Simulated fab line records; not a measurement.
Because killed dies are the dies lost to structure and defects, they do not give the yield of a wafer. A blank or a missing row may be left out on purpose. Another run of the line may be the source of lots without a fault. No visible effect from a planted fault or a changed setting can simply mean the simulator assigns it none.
Chamber matching | flow nand harc | 4 sister chambers for NHARC_A_SGD_CUT_ETCHBACK_24 on rie diel-04
The step etches the open film in CH3F/O2, target depth 50 nm, time 92.857 s. 8 wafers are shown with their chamber, then 8 later ones without.

WAFERS, EACH WITH ITS CHAMBER
wafer  | chamber | drypump motor current A (A) | rf vpp V (V)
L078.3 | 0       | 5.5                         | 245.5
L084.3 | 0       | 5.5                         | 245.3
L084.4 | 1       | 6.0                         | 246.1
L087.4 | 1       | 6.0                         | 244.4
L087.6 | 3       | 5.6                         | 243.9
L088.2 | 3       | 5.6                         | 245.2
L088.5 | 2       | 4.8                         | 243.3
L092.3 | 2       | 4.9                         | 243.8

WAFERS WITHOUT THEIR CHAMBER
wafer  | drypump motor current A (A) | rf vpp V (V)
L092.4 | 6.0                         | 244.7
L092.6 | 5.5                         | 245.8
L095.1 | 6.1                         | 246.8
L095.5 | 4.8                         | 243.3
L095.6 | 5.6                         | 243.5
L096.1 | 6.0                         | 243.5
L096.2 | 5.6                         | 244.5
L096.4 | 4.8                         | 242.2

WHICH CHAMBER EACH WENT THROUGH
wafer  | from the rows above | in truth
L092.4 | 1                   | 1
L092.6 | 0                   | 0
L095.1 | 1                   | 1
L095.5 | 2                   | 2
L095.6 | 3                   | 3
L096.1 | 1                   | 1
L096.2 | 3                   | 3
L096.4 | 2                   | 2
Correct placement for 8 of the 8. From these rows, 0 cannot be placed. Wrongly placed: 0.
How it was worked out, from the rows above alone: a wafer's distance from a chamber is the root of the sum, over the readings, of the square of ((its reading less the chamber's mean) divided by the reading's scatter). The wafer belongs to the nearest chamber; if the next one is less than 2 further off, it can't be placed. Each chamber's mean is taken over the wafers shown for it. The scatter is the square root of a quotient: the sum, over the shown wafers, of each reading's squared deviation from its chamber's mean, divided by wafers minus chambers.
